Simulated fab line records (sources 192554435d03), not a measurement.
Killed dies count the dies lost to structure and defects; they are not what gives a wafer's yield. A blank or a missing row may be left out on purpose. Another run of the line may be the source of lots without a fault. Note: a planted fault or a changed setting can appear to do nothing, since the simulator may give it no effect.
Split-lot trial || flow n5_finfet || 21 wafers read across 7 lots, on a route 1938 steps long

== ABOUT THE SPLIT ==
At N5_BEOL_M5_ETCH_72 (etches underlayer in N2/H2, target depth 6.5 nm, time 5.2 s), the setting bias_w was moved away from the recipe's 150 W on 12 of the 21 wafers read, by -15.9% to +12.3%. This setting was run at the recipe's value on the other wafers.

Reading taken at the split's own step.

== THE READING ==
rf_vpp_V, in V, at N5_BEOL_M5_ETCH_72 (etches underlayer in N2/H2, target depth 6.5 nm, time 5.2 s). Fault-free wafers of this fab line usually give 523.6 V, standard deviation 2.8 V.

{"wafer": "L076.1", "tool, chamber at the split": "rie_diel-06, 3", "bias_w as run, W": 134.2, "against the recipe": "-10.5%", "rf_vpp_V, V": 484.8, "against lot-mates on the recipe": -36.5}
{"wafer": "L076.4", "tool, chamber at the split": "rie_diel-06, 1", "bias_w as run, W": 150, "against the recipe": "recipe", "rf_vpp_V, V": 521.3, "against lot-mates on the recipe": "-"}
{"wafer": "L076.5", "tool, chamber at the split": "rie_diel-06, 1", "bias_w as run, W": 134.2, "against the recipe": "-10.5%", "rf_vpp_V, V": 487.8, "against lot-mates on the recipe": -33.5}
{"wafer": "L079.3", "tool, chamber at the split": "rie_diel-02, 0", "bias_w as run, W": 150, "against the recipe": "recipe", "rf_vpp_V, V": 523.2, "against lot-mates on the recipe": "-"}
{"wafer": "L079.4", "tool, chamber at the split": "rie_diel-02, 3", "bias_w as run, W": 140.3, "against the recipe": "-6.5%", "rf_vpp_V, V": 499.5, "against lot-mates on the recipe": -24.5}
{"wafer": "L079.6", "tool, chamber at the split": "rie_diel-02, 2", "bias_w as run, W": 150, "against the recipe": "recipe", "rf_vpp_V, V": 524.8, "against lot-mates on the recipe": "-"}
{"wafer": "L080.4", "tool, chamber at the split": "rie_diel-06, 3", "bias_w as run, W": 150, "against the recipe": "recipe", "rf_vpp_V, V": 520.3, "against lot-mates on the recipe": "-"}
{"wafer": "L080.5", "tool, chamber at the split": "rie_diel-06, 1", "bias_w as run, W": 150, "against the recipe": "recipe", "rf_vpp_V, V": 520.6, "against lot-mates on the recipe": "-"}
{"wafer": "L080.6", "tool, chamber at the split": "rie_diel-06, 0", "bias_w as run, W": 150, "against the recipe": "recipe", "rf_vpp_V, V": 522.1, "against lot-mates on the recipe": "-"}
{"wafer": "L084.1", "tool, chamber at the split": "rie_diel-06, 0", "bias_w as run, W": 126.1, "against the recipe": "-15.9%", "rf_vpp_V, V": 469.3, "against lot-mates on the recipe": -51.8}
{"wafer": "L084.4", "tool, chamber at the split": "rie_diel-06, 1", "bias_w as run, W": 126.1, "against the recipe": "-15.9%", "rf_vpp_V, V": 468.9, "against lot-mates on the recipe": -52.2}
{"wafer": "L084.5", "tool, chamber at the split": "rie_diel-06, 3", "bias_w as run, W": 150, "against the recipe": "recipe", "rf_vpp_V, V": 521.1, "against lot-mates on the recipe": "-"}
{"wafer": "L090.1", "tool, chamber at the split": "rie_diel-02, 2", "bias_w as run, W": 141.9, "against the recipe": "-5.4%", "rf_vpp_V, V": 505.8, "against lot-mates on the recipe": -17.7}
{"wafer": "L090.2", "tool, chamber at the split": "rie_diel-02, 0", "bias_w as run, W": 141.9, "against the recipe": "-5.4%", "rf_vpp_V, V": 506.9, "against lot-mates on the recipe": -16.6}
{"wafer": "L090.4", "tool, chamber at the split": "rie_diel-02, 3", "bias_w as run, W": 150, "against the recipe": "recipe", "rf_vpp_V, V": 523.5, "against lot-mates on the recipe": "-"}
{"wafer": "L095.1", "tool, chamber at the split": "rie_diel-02, 2", "bias_w as run, W": 150, "against the recipe": "recipe", "rf_vpp_V, V": 523.3, "against lot-mates on the recipe": "-"}
{"wafer": "L095.2", "tool, chamber at the split": "rie_diel-02, 0", "bias_w as run, W": 163.3, "against the recipe": "+8.9%", "rf_vpp_V, V": 553.5, "against lot-mates on the recipe": "+30.2"}
{"wafer": "L095.4", "tool, chamber at the split": "rie_diel-02, 3", "bias_w as run, W": 163.3, "against the recipe": "+8.9%", "rf_vpp_V, V": 550.3, "against lot-mates on the recipe": "+27.0"}
{"wafer": "L097.1", "tool, chamber at the split": "rie_diel-05, 2", "bias_w as run, W": 168.4, "against the recipe": "+12.3%", "rf_vpp_V, V": 562.2, "against lot-mates on the recipe": "no lot-mate on the recipe"}
{"wafer": "L097.5", "tool, chamber at the split": "rie_diel-05, 3", "bias_w as run, W": 168.4, "against the recipe": "+12.3%", "rf_vpp_V, V": 567.7, "against lot-mates on the recipe": "no lot-mate on the recipe"}
{"wafer": "L097.6", "tool, chamber at the split": "rie_diel-05, 2", "bias_w as run, W": 168.4, "against the recipe": "+12.3%", "rf_vpp_V, V": 561.3, "against lot-mates on the recipe": "no lot-mate on the recipe"}

THE FIT
A straight line over all 21 wafers: rf_vpp_V changes by +3.35 V for each +1% of bias_w; r = +1.00; the points scatter about the line by 1.8 V.
The same after taking each lot's own level away (the mean of its wafers on the recipe; 18 wafers): +3.28 V for each +1%; r = +1.00; scatter 1.3 V.
On that fit, the largest move of bias_w shifts the reading by 52 V.
The lots' own levels span 521.00 to 524.00 V, that is 1.1 times the standard deviation above.
The two slopes agree, so the slope changes little with the lot-to-lot level.
Check: with one of the wafers moved furthest among these (-15.9%) left out of the fit, the line predicts -52.6 V for it against its lot-mates. It came out at -51.8 V against them.
Tool readings at the split's step, against how far the setting was moved: rf_vpp_V r = +1.00.

== THE OTHER SPLITS THESE WAFERS WENT THROUGH ==
Other splits were also applied to these wafers ahead of the reading. Each is held against what the fit with the lots' levels taken away leaves over:
{"other split on the same wafers": "N5_BEOL_M4_COAT_67 spin_rpm", "wafers away from the commonest value": 4, "r with rf_vpp_V (lot level and that fit taken away)": -0.19}
{"other split on the same wafers": "N5_BEOL_M5_COAT_71 spin_rpm", "wafers away from the commonest value": 8, "r with rf_vpp_V (lot level and that fit taken away)": -0.43}

== THE FILE'S OWN FIT ==
rf_vpp_V changes by +3.31 V for each +1% of bias_w, r = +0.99.
